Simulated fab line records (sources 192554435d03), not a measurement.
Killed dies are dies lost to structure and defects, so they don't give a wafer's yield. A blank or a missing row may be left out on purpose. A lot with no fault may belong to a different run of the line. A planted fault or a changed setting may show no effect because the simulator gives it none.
Chamber matching :: flow n5-finfet :: N5_BEOL_M1_STRIP_19 on rie-diel-03 has 4 sister chambers
The step strips in O2. 4 wafers are shown with their chamber, then 11 later ones without.

WAFERS WITH THEIR CHAMBER
wafer: L085.3
chamber: 3
drypump-motor-current-A (A): 6.2

wafer: L086.2
chamber: 0
drypump-motor-current-A (A): 6.1

wafer: L086.6
chamber: 1
drypump-motor-current-A (A): 4.8

wafer: L088.1
chamber: 2
drypump-motor-current-A (A): 6.2

WAFERS WITH NO CHAMBER GIVEN
wafer: L088.4
drypump-motor-current-A (A): 6.2

wafer: L088.6
drypump-motor-current-A (A): 6.2

wafer: L092.1
drypump-motor-current-A (A): 6.1

wafer: L092.2
drypump-motor-current-A (A): 6.2

wafer: L092.4
drypump-motor-current-A (A): 4.7

wafer: L094.1
drypump-motor-current-A (A): 6.1

wafer: L094.5
drypump-motor-current-A (A): 4.7

wafer: L094.6
drypump-motor-current-A (A): 6.2

wafer: L095.3
drypump-motor-current-A (A): 6.2

wafer: L095.4
drypump-motor-current-A (A): 4.7

wafer: L095.6
drypump-motor-current-A (A): 6.2

THE CHAMBER EACH PASSED THROUGH
wafer: L088.4
from the rows above: can't be placed: 2 or 3 or 0
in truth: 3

wafer: L088.6
from the rows above: can't be placed: 2 or 3 or 0
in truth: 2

wafer: L092.1
from the rows above: can't be placed: 0 or 2 or 3
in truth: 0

wafer: L092.2
from the rows above: can't be placed: 2 or 3 or 0
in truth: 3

wafer: L092.4
from the rows above: 1
in truth: 1

wafer: L094.1
from the rows above: can't be placed: 0 or 2 or 3
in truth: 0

wafer: L094.5
from the rows above: 1
in truth: 1

wafer: L094.6
from the rows above: can't be placed: 2 or 3 or 0
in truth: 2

wafer: L095.3
from the rows above: can't be placed: 2 or 3 or 0
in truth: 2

wafer: L095.4
from the rows above: 1
in truth: 1

wafer: L095.6
from the rows above: can't be placed: 2 or 3 or 0
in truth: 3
Correctly placed: 3 of 11. From these rows, 8 cannot be placed; in 8 the true chamber is one of the candidates. Number placed wrongly: 0.
How it was worked out, from the rows above alone: a wafer's distance from a chamber is the root of the sum, over the readings, of the square of ((its reading less the chamber's mean) divided by the reading's scatter). The wafer belongs to the nearest chamber; if the next one is less than 2 further off, it can't be placed. A chamber's mean is the mean of its shown wafers. The scatter (one wafer shown for each chamber): square how far every hidden wafer sits from the nearest shown wafer, average those squares and take the square root.
